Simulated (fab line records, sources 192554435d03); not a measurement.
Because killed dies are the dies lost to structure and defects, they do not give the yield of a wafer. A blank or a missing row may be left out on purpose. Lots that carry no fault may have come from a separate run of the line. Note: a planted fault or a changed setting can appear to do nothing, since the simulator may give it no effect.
Matching of chambers | flow n5-finfet | N5_HKMG_FIN_ALD_91 on ald-metal-03: 4 sister chambers
The step deposits TiN, target thk 1 nm, pulse time 1 s, purge time 3 s. 8 wafers are shown with their chamber, then 7 later ones without.

WAFERS PAIRED WITH THEIR CHAMBERS
wafer  | chamber | heater-power-w (W) | precursor-pulse-height-rel
L079.1 | 3       | 810                | 1.022
L081.1 | 0       | 1074               | 1.040
L081.6 | 0       | 1070               | 0.968
L092.4 | 1       | 852                | 1.017
L092.5 | 1       | 839                | 0.970
L092.6 | 2       | 721                | 1.006
L093.2 | 2       | 681                | 0.979
L093.3 | 3       | 833                | 0.986

WAFERS WHOSE CHAMBER IS MISSING
wafer  | heater-power-w (W) | precursor-pulse-height-rel
L093.5 | 1112               | 1.008
L094.1 | 830                | 1.035
L094.2 | 1088               | 1.023
L094.3 | 822                | 1.005
L095.1 | 825                | 0.973
L095.3 | 1086               | 1.013
L095.5 | 1073               | 1.001

EACH ONE'S CHAMBER
wafer  | from the rows above     | in truth
L093.5 | 0                       | 0
L094.1 | can't be placed: 3 or 1 | 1
L094.2 | 0                       | 0
L094.3 | can't be placed: 3 or 1 | 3
L095.1 | can't be placed: 3 or 1 | 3
L095.3 | 0                       | 0
L095.5 | 0                       | 0
Correctly placed: 4 of 7. These rows do not allow placing 3 (true chamber among the candidates in 3). 0 placed wrongly.
How it was worked out, from the rows above alone: a wafer's distance from a chamber is the root of the sum, over the readings, of the square of ((its reading less the chamber's mean) divided by the reading's scatter). If the next closest chamber is less than 2 further off than the closest, the wafer can't be placed; otherwise it belongs to the closest. A chamber's mean is the mean of its shown wafers. The scatter is the square root of a quotient: the sum, over the shown wafers, of each reading's squared deviation from its chamber's mean, divided by wafers minus chambers.
